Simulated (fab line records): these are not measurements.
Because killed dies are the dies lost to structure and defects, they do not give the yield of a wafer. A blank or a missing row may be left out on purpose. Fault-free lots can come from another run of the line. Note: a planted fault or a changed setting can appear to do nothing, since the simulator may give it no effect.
The same fault as seen by 2 desks -- flow n5 finfet -- every desk sees just its own numbers, and what lay behind them comes last

## FROM THE METROLOGY DESK
Lot by lot, what the gauges showed, no matter which tool ran the lot: averages of those sampled wafers that carry a number. If a lot's mean is further than 4 standard deviations from the usual mean, the lot is out of limits and carries the mark OUT (the distance appears in the brackets).
Columns: A = MIM_TOP_OVL at N5_MIM_TOP_LITHO_OVL_MEAS_11, usual 2 nm; B = MIM_BOT_OVL at N5_MIM_BOT_LITHO_OVL_MEAS_11, usual -2 nm
lot,first seen here,A,B
L715,day 12 18:59,-7,-5
L716,day 12 19:10,-4,-7
L718,day 13 18:14,0,5
L719,day 13 18:24,1,2
L720,day 14 05:31,3,-2
L722,day 14 09:29,-4,-6
L721,day 14 09:53,0,-4
L723,day 14 09:56,7,1
L732,day 17 00:52,1,3
L735,day 17 06:20,-4,1
L734,day 17 06:42,-0,-2
This desk's finding: nothing out of limits on any of the 11 lots.

## TOOL OWNER'S DESK, rie diel-04
The tool's own readings at N5_MIM_BOT_ETCH_ETCH_04 (etches SiNx in CF4/O2, target depth 26 nm, time 13 s): means of the sampled wafers that have a number, for each lot that ran on this tool. If a lot's mean is further than 4 standard deviations from the usual mean, the lot is out of limits and carries the mark OUT (the distance appears in the brackets).
Columns: A = cf4 flow sccm at N5_MIM_BOT_ETCH_ETCH_04, usual 99.98 sccm; B = drypump motor current A at N5_MIM_BOT_ETCH_ETCH_04, usual 5.8 A; C = oes_o_777_au at N5_MIM_BOT_ETCH_ETCH_04, usual 0.78 a.u.; D = oes product au at N5_MIM_BOT_ETCH_ETCH_04, usual 0.77 a.u.; E = rf vpp V at N5_MIM_BOT_ETCH_ETCH_04, usual 241 V; F = showerhead plenum p Torr at N5_MIM_BOT_ETCH_ETCH_04, usual 2.20 Torr; G = throttle valve pct at N5_MIM_BOT_ETCH_ETCH_04, usual 16.02 %
lot,first seen here,A,B,C,D,E,F,G
L715,day 12 20:04,100.07,5.9,0.73,0.72,242,2.13,15.99
L716,day 12 20:14,100.06,5.5,0.86,0.85,244,2.22,16.05
L718,day 13 19:21,99.89,5.9,0.79,0.79,242,2.15,15.93
L719,day 13 19:39,100.43,6.0,0.74,0.73,242,2.11,15.87
L720,day 14 06:42,99.73,6.0,0.73,0.73,241,2.11,15.90
L722,day 14 10:43,99.85,5.7,0.73,0.70,243,2.13,16.01
L721,day 14 11:01,69.99 (-99 or more) OUT,5.8,1.08,0.68,234,1.92,14.79 (-6.8) OUT
L723,day 14 11:14,70.12 (-99 or more) OUT,5.7,1.05,0.68,236,1.94,14.92 (-6.1) OUT
This desk's verdict: out of limits on L721, L723, starting with L721 at day 14 11:01 (cf4 flow sccm at N5_MIM_BOT_ETCH_ETCH_04). Within limits: L715, L716, L718, L719, L720, L722.

## BROUGHT TOGETHER
An alarm could have come from the tool owner's desk at day 14 11:01, on L721, L723.
From the metrology desk's view, nothing was out of limits.
The metrology desk has L721, L723 on record, within its limits.
Of the lots named, all ran N5_MIM_BOT_ETCH_ETCH_04 on rie diel-04.

## WHAT THE SIMULATOR PUT IN
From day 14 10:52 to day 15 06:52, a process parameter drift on rie diel-04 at N5_MIM_BOT_ETCH_ETCH_04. From 100, the setting cf4 flow sccm moved by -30. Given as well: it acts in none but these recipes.
Struck lots among those shown: L721, L723.
Each desk's first reading out of limits, in hours after the fault started: the tool owner's desk, 0.
